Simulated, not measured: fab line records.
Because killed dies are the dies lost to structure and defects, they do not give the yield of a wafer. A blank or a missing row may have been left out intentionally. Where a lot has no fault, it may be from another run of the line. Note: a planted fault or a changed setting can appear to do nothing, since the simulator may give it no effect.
Problem report in the 8D (eight disciplines) form, filled by code	flow n5Finfet	the parts of the form that need people (team, actions taken, sign-off) are left out

## 1. THE ISSUE
Wafers without a fault read 24.9 s, standard deviation 0.6; barrierFieldEndpointS at N5_BEOL_M5_CMP_52 reads a mean of 21.1 s on 9 wafers belonging to 3 lots. Relative to the usual mean, that is a shift of -6.4 standard deviations.
The step: polishes, stops on SiCOH lowk, t overpolish 6.9 s, target thk 62 nm.
Seen first at day 12 09:31 on cmp-01, wafer L635.4. At this step, 27 wafers from 9 lots have a number in the record. Rule for "out", or "out of limits": more than 4 standard deviations from the usual mean. All remaining wafers that have a number are taken as sound.

## 2. WHAT IT IS, WHAT IT ISN'T
question	is	is not
which readings at this step	barrierFieldEndpointS	headPressurePsi, motorCurrentA
which lots	L634, L635, L636	L621, L623, L637, L638, L639, L640
which wafers of those lots	all that have a number	-
read on which tools	cmp-01, cmp-04	cmp-02
when	from day 12 09:31	up to then (6 sound wafers); but 12 sound wafers of L637, L638, L639, L640 came after

## 3. SUSPECTS, AND WHAT RULES EACH OUT
Counting: any tool at a process step up to the reading is kept as a suspect provided that every lot that is out went through it and no sound lot did after the first of them.
- cvdCo-02 at N5_BEOL_M5_CVD_47 (deposits Co from CCTBA/H2, target thk 3 nm, time 216 s): ruled out as a lasting fault. The sound lots L637, L639, L638 went through it after L635, its earliest lot that is out (day 12 04:26).
Left after counting: nothing in the record.

## 4. THE CAUSE (what the simulator had put in)
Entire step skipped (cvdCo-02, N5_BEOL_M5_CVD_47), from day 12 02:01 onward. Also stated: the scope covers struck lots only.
It was ruled out by counting, in error; the rule expects a fault to strike all lots run on its tool from its start on, and this fault did not.

## 5. THE EFFECT CHAIN, in route order
One row per reading whose mean, taken over the struck wafers that have a number, lies over 3 standard deviations from the usual. Only readings for which the record gives a usual standard deviation are gone through. hours: the time from each lot's start at the first step in this table that gives one to its start at this step, as a median over the lots. sigmas: the change in usual standard deviations.
hours	step	reading	usual	on struck wafers	change	sigmas
0	N5_BEOL_M5_CMP_52	barrierFieldEndpointS	24.9 s	21.1	-3.8	-6.4
94	N5_PASSIVATION_PROBE_49	defectLimitedYield	90.9 %	0.0	-90.9	-61
94	N5_PASSIVATION_PROBE_49	killed_at_M4_up	14	1099	+1085	+99 or more
94	N5_PASSIVATION_PROBE_49	killedDies	108	1180	+1072	+60
94	N5_PASSIVATION_PROBE_49	killedOnRim	14	152	+138	+33
94	N5_PASSIVATION_PROBE_49	sort_bin_5_function	5.4 %	89.5	+84.1	+84
94	N5_PASSIVATION_PROBE_49	sort_bin_6_memory	3.4 %	10.2	+6.8	+9.6
94	N5_PASSIVATION_PROBE_49	sortNPass	1072	0	-1072	-60
94	N5_PASSIVATION_PROBE_49	sortYieldPct	90.9 %	0.0	-90.9	-61
Process steps it contains:
- N5_BEOL_M5_CMP_52: polishes, stops on SiCOH lowk, t overpolish 6.9 s, target thk 62 nm.
- N5_PASSIVATION_PROBE_49
Readings that are blank on the struck wafers while sound wafers have them: chamberPressureTorr at N5_BEOL_M5_CVD_47; runLengthS at N5_BEOL_M5_CVD_47.

## 6. WHAT WOULD HAVE CAUGHT IT SOONER
First out-of-limits reading in this record: day 12 09:31, which is 8 hours after fault onset at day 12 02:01.
At N5_BEOL_M5_CVD_47 the tool's readings are blank on the struck wafers, where sound wafers have them: an empty tool record is the first sign, and it was there at once.
